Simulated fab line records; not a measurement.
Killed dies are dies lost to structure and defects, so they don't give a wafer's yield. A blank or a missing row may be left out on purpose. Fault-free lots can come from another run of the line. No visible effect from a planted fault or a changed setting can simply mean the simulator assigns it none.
fab line records -- flow nand_harc -- part 2 of 2: steps 5 to 6 of 6
record lots=24, wafers=72, last_day=33
route steps=1302 shown A_STAIRCASE@832 A_SGD_CUT@907
lots with no fault: from the same line, run without faults
start_h: hours from the record's opening day to when the first of the lot's shown wafers began -- wait_h: hours elapsed since this lot's preceding step -- " same as the row above -- L1.1+2: one row covering several wafers at once -- - no value, or no start given -- * or withheld: withheld -- < > ~ a bound
route shown NAME@n: NAME is a module with steps in the file, n the number in the route of the first one -- usual: the fault-free wafers' mean and standard deviation -- same: alike in all rows -- chamber/n: place in a boat -- sites: per-site readings -- _std_site: standard deviation of those values -- _edge_site: outer sites' mean less inner sites' -- radius_mm: for every site, how far away it sits from the centre of the wafer -- mask NAME#n: copy n -- behind: tool/chamber where the wafer was last shaped -- hold: cause of the lot's hold/its duration in hours/its outcome -- device: the n, p or np transistor that did not switch -- end of line: the same wafers' tests at the end of the route -- where a step has no rows: the recipe by itself -- killed: count of dies lost to structure and defects at first sort (not the wafer's yield) -- map: dies across one wafer; x = killed, . = not, _ = none there
set.NAME: setting as actually run; set.NAME@STEP: the setting as run at that earlier step -- model.NAME: the simulator's own value behind a step, which no gauge read
route steps across a sampled set of lots; one table per step, one row per wafer
services: the hour from which a tool's chamber was out of use, counted from the record's first day as start_h (under 0 if before that day), plus the number of hours and why
## steps
# step NHARC_A_SGD_CUT_ETCHBACK_24
# recipe target_depth_a=500, over_etch_frac=0.3, time_s=92.857, ion_energy_ev=120, ch3f_flow_sccm=50, o2_flow_sccm=30, ar_flow_sccm=200, rf_w=500, bias_w=100, chemistry=CH3F/O2
# usual drypump_motor_current_A=5.5/0.45, oes_product_au=0.97/0.034, rf_vpp_V=244.5/1.7, showerhead_plenum_p_Torr=2.47/0.099, throttle_valve_pct=20.663/0.0087
# same time_s=92.857
lot.wafer,tool,chamber,start_h,wait_h,drypump_motor_current_A,oes_product_au,rf_hours_counter_h,rf_vpp_V,showerhead_plenum_p_Torr,throttle_valve_pct
L074.2,rie_diel-04,3,426.22,0.2,5.3,0.93,5,246.6,2.59,20.648
L074.1,rie_diel-04,1,426.22,0.2,6.4,0.93,6,245.8,2.58,20.647
L074.4,rie_diel-04,2,426.22,0.2,5.1,0.93,6,243.9,2.36,20.674
L075.2,rie_diel-09,2,445.38,0.2,5.9,1.00,5,246.6,2.59,20.660
L075.6,rie_diel-09,3,445.38,0.2,6.2,0.99,-,242.8,2.45,20.665
L075.5,rie_diel-09,2,445.38,0.2,5.9,1.00,-,247.5,2.59,20.666
L076.1,rie_diel-09,2,461.73,0.2,5.9,0.97,5,244.8,2.58,20.667
L076.2,rie_diel-09,3,461.73,0.2,6.2,0.95,6,244.7,2.45,20.673
L076.5,rie_diel-09,1,461.73,0.2,5.7,1.00,-,243.8,2.48,20.666
L077.2,rie_diel-10,3,461.79,0.2,5.0,0.98,1,241.4,2.30,20.660
L077.3,rie_diel-10,0,461.79,0.2,5.0,1.01,1,244.1,2.43,20.657
L077.6,rie_diel-10,3,461.79,0.2,5.1,1.00,-,243.3,2.30,20.644
L078.3,rie_diel-10,3,479.55,0.2,5.1,0.91,2,241.1,2.30,20.681
L078.1,rie_diel-10,0,479.55,0.2,5.0,0.92,2,244.2,2.43,20.666
L078.5,rie_diel-10,3,479.55,0.2,5.0,0.91,-,242.4,2.30,20.663
L079.2,rie_diel-04,2,491.36,0.1,5.2,1.01,12,243.0,2.36,20.648
L079.5,rie_diel-04,2,491.36,0.1,5.1,1.01,-,242.9,2.36,20.675
L079.6,rie_diel-04,3,491.36,0.1,5.2,1.01,-,247.3,2.58,20.661
L081.4,rie_diel-04,3,513.76,0.2,5.2,0.93,13,248.2,2.58,20.662
L081.3,rie_diel-04,0,513.76,0.2,5.8,0.93,13,244.0,2.51,20.665
L081.6,rie_diel-04,3,513.76,0.2,5.2,0.93,-,244.8,2.58,20.676
L082.1,rie_diel-10,0,513.77,0.1,5.0,1.00,5,242.7,2.43,20.659
L082.4,rie_diel-10,2,513.77,0.1,5.2,1.00,4,245.7,2.55,20.651
L082.6,rie_diel-10,0,513.77,0.1,5.0,1.01,-,244.6,2.43,20.652
L080.3,rie_diel-09,2,513.93,0.1,5.9,1.00,0,246.6,2.58,20.660
L080.1,rie_diel-09,3,513.93,0.1,6.2,1.00,0,244.2,2.45,20.655
L080.5,rie_diel-09,2,513.93,0.1,5.9,1.00,-,245.3,2.58,20.652
L085.2,rie_diel-04,2,545.72,0.1,5.2,1.01,1,245.5,2.36,20.679
L085.3,rie_diel-04,3,545.72,0.1,5.2,1.01,1,246.1,2.58,20.655
L085.1,rie_diel-04,0,545.72,0.1,5.8,1.00,1,245.3,2.50,20.664
L083.2,rie_diel-10,1,545.74,0.1,5.1,1.01,7,242.4,2.34,20.665
L083.4,rie_diel-10,3,545.74,0.1,5.1,0.99,8,241.7,2.30,20.666
L083.6,rie_diel-10,0,545.74,0.1,5.0,1.00,-,242.7,2.43,20.667
L084.2,rie_diel-04,0,560.48,0.1,5.8,0.99,3,246.5,2.50,20.663
L084.3,rie_diel-04,2,560.48,0.1,5.2,1.01,2,244.1,2.36,20.670
L084.5,rie_diel-04,0,560.48,0.1,5.8,0.98,-,244.6,2.50,20.662
L086.3,rie_diel-04,1,566.76,0.1,6.5,0.99,1,245.4,2.58,20.682
L086.6,rie_diel-04,0,566.76,0.1,5.8,0.96,-,244.7,2.50,20.670
L086.5,rie_diel-04,1,566.76,0.1,6.4,0.98,-,245.3,2.58,20.659
L089.3,rie_diel-09,0,592.03,0.1,5.7,1.01,4,247.2,2.56,20.641
L089.1,rie_diel-09,1,592.03,0.1,5.7,1.01,5,244.6,2.48,20.663
L089.6,rie_diel-09,1,592.03,0.1,5.7,1.01,-,246.5,2.48,20.655
L087.1,rie_diel-04,2,592.03,0.1,5.1,1.00,5,241.7,2.36,20.662
L087.2,rie_diel-04,3,592.03,0.1,5.2,1.00,5,245.4,2.58,20.664
L087.6,rie_diel-04,3,592.03,0.1,5.2,0.99,-,246.8,2.58,20.665
L088.4,rie_diel-10,2,592.10,0.2,5.2,1.00,10,244.4,2.55,20.667
L088.5,rie_diel-10,3,592.10,0.2,5.1,0.97,-,243.6,2.30,20.667
L088.6,rie_diel-10,0,592.10,0.2,5.0,0.99,-,245.6,2.43,20.658
L090.3,rie_diel-09,0,595.42,0.1,5.7,1.01,4,244.9,2.56,20.665
L090.1,rie_diel-09,2,595.42,0.1,5.9,0.92,4,247.0,2.58,20.655
L090.5,rie_diel-09,0,595.42,0.1,5.7,1.01,-,246.4,2.56,20.664
L091.3,rie_diel-09,1,616.83,0.1,5.7,0.93,6,244.8,2.48,20.661
L091.4,rie_diel-09,2,616.83,0.1,5.9,0.93,5,245.3,2.58,20.659
L091.6,rie_diel-09,1,616.83,0.1,5.7,0.94,-,245.5,2.48,20.648
L093.3,rie_diel-04,1,632.91,0.1,6.4,0.93,7,246.4,2.58,20.665
L093.1,rie_diel-04,2,632.91,0.1,5.2,0.94,9,244.3,2.35,20.664
L093.2,rie_diel-04,3,632.91,0.1,5.2,0.93,9,246.1,2.58,20.659
L094.2,rie_diel-10,2,632.97,0.2,5.2,1.00,1,246.2,2.55,20.668
L094.1,rie_diel-10,3,632.97,0.2,5.1,1.00,1,240.9,2.30,20.657
L094.4,rie_diel-10,0,632.97,0.2,5.0,0.99,1,243.4,2.43,20.669
L092.2,rie_diel-09,2,632.97,0.1,5.9,0.92,5,247.0,2.58,20.667
L092.1,rie_diel-09,3,632.97,0.1,6.2,0.93,6,244.0,2.45,20.679
L092.3,rie_diel-09,1,632.97,0.1,5.8,0.94,6,242.3,2.48,20.663
L095.2,rie_diel-10,1,644.60,0.1,5.1,0.94,2,243.1,2.33,20.650
L095.3,rie_diel-10,0,644.60,0.1,5.0,0.94,2,244.2,2.43,20.675
L095.6,rie_diel-10,1,644.60,0.1,5.2,0.94,-,243.2,2.33,20.663
L097.3,rie_diel-10,2,663.39,0.2,5.2,1.01,2,246.1,2.55,20.661
L097.2,rie_diel-10,3,663.39,0.2,5.0,0.99,3,241.2,2.30,20.665
L097.6,rie_diel-10,1,663.39,0.2,5.1,0.98,-,243.4,2.33,20.676
L096.2,rie_diel-09,1,663.41,0.2,5.7,0.94,7,243.7,2.48,20.670
L096.1,rie_diel-09,2,663.41,0.2,5.9,0.94,7,247.0,2.58,20.654
L096.6,rie_diel-09,3,663.41,0.2,6.2,0.92,-,243.7,2.45,20.672
# step NHARC_A_SGD_CUT_INSPECT_25
# usual raw_defect_count=385/67
lot.wafer,tool,chamber,start_h,wait_h,raw_defect_count
L074.1,defect_inspect-02,-,426.46,-,273
L074.2,defect_inspect-02,-,426.46,-,295
L074.4,defect_inspect-02,-,426.46,-,313
L075.2,defect_inspect-01,-,445.70,0.1,509
L075.5,defect_inspect-01,-,445.70,0.1,484
L075.6,defect_inspect-01,-,445.70,0.1,351
L076.1,defect_inspect-01,-,461.96,-,339
L076.2,defect_inspect-01,-,461.96,-,406
L076.5,defect_inspect-01,-,461.96,-,341
L077.2,defect_inspect-02,-,462.06,-,385
L077.3,defect_inspect-02,-,462.06,-,364
L077.6,defect_inspect-02,-,462.06,-,376
L078.1,defect_inspect-01,-,479.78,-,451
L078.3,defect_inspect-01,-,479.78,-,377
L078.5,defect_inspect-01,-,479.78,-,311
L079.2,defect_inspect-02,-,491.60,-,382
L079.5,defect_inspect-02,-,491.60,-,462
L079.6,defect_inspect-02,-,491.60,-,575
L081.3,defect_inspect-01,-,514.01,-,337
L081.4,defect_inspect-01,-,514.01,-,354
L081.6,defect_inspect-01,-,514.01,-,457
L082.1,defect_inspect-02,-,514.02,-,408
L082.4,defect_inspect-02,-,514.02,-,431
L082.6,defect_inspect-02,-,514.02,-,433
L080.1,defect_inspect-01,-,514.22,-,426
L080.3,defect_inspect-01,-,514.22,-,356
L080.5,defect_inspect-01,-,514.22,-,441
L083.2,defect_inspect-02,-,545.97,-,305
L083.4,defect_inspect-02,-,545.97,-,457
L083.6,defect_inspect-02,-,545.97,-,326
L085.1,defect_inspect-01,-,546.00,-,374
L085.2,defect_inspect-01,-,546.00,-,378
L085.3,defect_inspect-01,-,546.00,-,356
L084.2,defect_inspect-01,-,560.72,-,356
L084.3,defect_inspect-01,-,560.72,-,299
L084.5,defect_inspect-01,-,560.72,-,391
L086.3,defect_inspect-02,-,566.99,-,500
L086.5,defect_inspect-02,-,566.99,-,407
L086.6,defect_inspect-02,-,566.99,-,401
L087.1,defect_inspect-01,-,592.27,-,389
L087.2,defect_inspect-01,-,592.27,-,369
L087.6,defect_inspect-01,-,592.27,-,375
L089.1,defect_inspect-02,-,592.30,-,443
L089.3,defect_inspect-02,-,592.30,-,474
L089.6,defect_inspect-02,-,592.30,-,421
L088.4,defect_inspect-01,-,592.34,-,406
L088.5,defect_inspect-01,-,592.34,-,312
L088.6,defect_inspect-01,-,592.34,-,353
L090.1,defect_inspect-01,-,595.67,-,376
L090.3,defect_inspect-01,-,595.67,-,353
L090.5,defect_inspect-01,-,595.67,-,413
L091.3,defect_inspect-01,-,617.07,-,397
L091.4,defect_inspect-01,-,617.07,-,290
L091.6,defect_inspect-01,-,617.07,-,324
L093.1,defect_inspect-02,-,633.15,-,401
L093.2,defect_inspect-02,-,633.15,-,423
L093.3,defect_inspect-02,-,633.15,-,407
L094.1,defect_inspect-01,-,633.21,-,400
L094.2,defect_inspect-01,-,633.21,-,386
L094.4,defect_inspect-01,-,633.21,-,446
L092.1,defect_inspect-02,-,633.21,-,399
L092.2,defect_inspect-02,-,633.21,-,372
L092.3,defect_inspect-02,-,633.21,-,314
L095.2,defect_inspect-02,-,644.88,-,414
L095.3,defect_inspect-02,-,644.88,-,294
L095.6,defect_inspect-02,-,644.88,-,297
L097.2,defect_inspect-02,-,663.60,-,495
L097.3,defect_inspect-02,-,663.60,-,358
L097.6,defect_inspect-02,-,663.60,-,391
L096.1,defect_inspect-01,-,663.62,-,362
L096.2,defect_inspect-01,-,663.62,-,265
L096.6,defect_inspect-01,-,663.62,-,307
## services
tool,chamber,start_h,hours,kind
rie_diel-04,-,350.92,0.2,repair
rie_diel-06,1,354.02,13.4,repair
rie_diel-04,-,354.90,9.0,pm
rie_diel-06,3,365.97,9.2,repair
rie_diel-10,-,374.27,0.9,repair
rie_diel-01,3,377.64,4.2,repair
rie_diel-09,2,377.73,7.3,repair
rie_diel-01,-,381.57,9.0,pm
rie_diel-01,0,401.71,7.1,repair
rie_diel-10,3,404.06,11.7,repair
rie_diel-10,-,419.50,9.0,pm
rie_diel-09,2,430.54,1.7,repair
rie_diel-06,-,441.74,0.7,repair
rie_diel-09,1,442.83,5.2,repair
rie_diel-09,-,443.49,1.4,repair
rie_diel-09,0,444.95,6.4,repair
rie_diel-01,-,451.33,0.6,repair
rie_diel-10,2,461.76,3.8,repair
rie_diel-06,-,484.22,9.0,pm
rie_diel-06,3,496.22,11.6,repair
rie_diel-04,1,545.01,15.0,repair
rie_diel-06,3,554.15,5.6,repair
rie_diel-04,1,593.36,8.4,repair
rie_diel-06,-,661.27,9.0,pm
